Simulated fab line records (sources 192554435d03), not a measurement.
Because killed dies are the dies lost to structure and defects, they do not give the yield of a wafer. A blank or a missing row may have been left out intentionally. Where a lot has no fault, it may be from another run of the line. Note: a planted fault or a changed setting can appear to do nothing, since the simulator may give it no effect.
Matching of chambers || flow n5 finfet || rie diel-01 running N5_SD_EPI_N_ETCH_16: 4 sister chambers
The step etches SiO2 in CHF3/O2, target depth 5 nm. 8 wafers are shown with their chamber, then 10 later ones without.

WAFERS PAIRED WITH THEIR CHAMBERS
{"wafer": "L085.2", "chamber": 1, "showerhead plenum p Torr (Torr)": 2.55, "drypump motor current A (A)": 5.6}
{"wafer": "L085.5", "chamber": 3, "showerhead plenum p Torr (Torr)": 2.52, "drypump motor current A (A)": 6.2}
{"wafer": "L085.6", "chamber": 2, "showerhead plenum p Torr (Torr)": 2.48, "drypump motor current A (A)": 5.1}
{"wafer": "L086.3", "chamber": 0, "showerhead plenum p Torr (Torr)": 2.32, "drypump motor current A (A)": 5.6}
{"wafer": "L086.4", "chamber": 1, "showerhead plenum p Torr (Torr)": 2.56, "drypump motor current A (A)": 5.6}
{"wafer": "L086.5", "chamber": 3, "showerhead plenum p Torr (Torr)": 2.52, "drypump motor current A (A)": 6.2}
{"wafer": "L087.1", "chamber": 0, "showerhead plenum p Torr (Torr)": 2.32, "drypump motor current A (A)": 5.7}
{"wafer": "L087.4", "chamber": 2, "showerhead plenum p Torr (Torr)": 2.48, "drypump motor current A (A)": 5.1}

WAFERS WITH NO CHAMBER GIVEN
{"wafer": "L087.5", "showerhead plenum p Torr (Torr)": 2.32, "drypump motor current A (A)": 5.6}
{"wafer": "L089.1", "showerhead plenum p Torr (Torr)": 2.32, "drypump motor current A (A)": 5.6}
{"wafer": "L089.2", "showerhead plenum p Torr (Torr)": 2.48, "drypump motor current A (A)": 5.0}
{"wafer": "L089.4", "showerhead plenum p Torr (Torr)": 2.48, "drypump motor current A (A)": 5.0}
{"wafer": "L091.3", "showerhead plenum p Torr (Torr)": 2.32, "drypump motor current A (A)": 5.6}
{"wafer": "L091.4", "showerhead plenum p Torr (Torr)": 2.55, "drypump motor current A (A)": 5.6}
{"wafer": "L091.6", "showerhead plenum p Torr (Torr)": 2.51, "drypump motor current A (A)": 6.2}
{"wafer": "L093.1", "showerhead plenum p Torr (Torr)": 2.51, "drypump motor current A (A)": 6.2}
{"wafer": "L093.4", "showerhead plenum p Torr (Torr)": 2.55, "drypump motor current A (A)": 5.6}
{"wafer": "L093.6", "showerhead plenum p Torr (Torr)": 2.51, "drypump motor current A (A)": 6.2}

WHICH CHAMBER EACH ONE RAN IN
{"wafer": "L087.5", "from the rows above": 0, "in truth": 0}
{"wafer": "L089.1", "from the rows above": 0, "in truth": 0}
{"wafer": "L089.2", "from the rows above": 2, "in truth": 2}
{"wafer": "L089.4", "from the rows above": 2, "in truth": 2}
{"wafer": "L091.3", "from the rows above": 0, "in truth": 0}
{"wafer": "L091.4", "from the rows above": 1, "in truth": 1}
{"wafer": "L091.6", "from the rows above": 3, "in truth": 3}
{"wafer": "L093.1", "from the rows above": 3, "in truth": 3}
{"wafer": "L093.4", "from the rows above": 1, "in truth": 1}
{"wafer": "L093.6", "from the rows above": 3, "in truth": 3}
Correctly placed: 10 of 10. Not placeable from these rows: 0. 0 placed wrongly.
How it was worked out, from the rows above alone: a wafer's distance from a chamber is the root of the sum, over the readings, of the square of ((its reading less the chamber's mean) divided by the reading's scatter). The wafer belongs to the nearest chamber; if the next one is less than 2 further off, it can't be placed. A chamber's mean is the mean of its shown wafers. The scatter: the root of (the sum of the squares of (reading less its chamber's mean) over the shown wafers, divided by (wafers less chambers)).
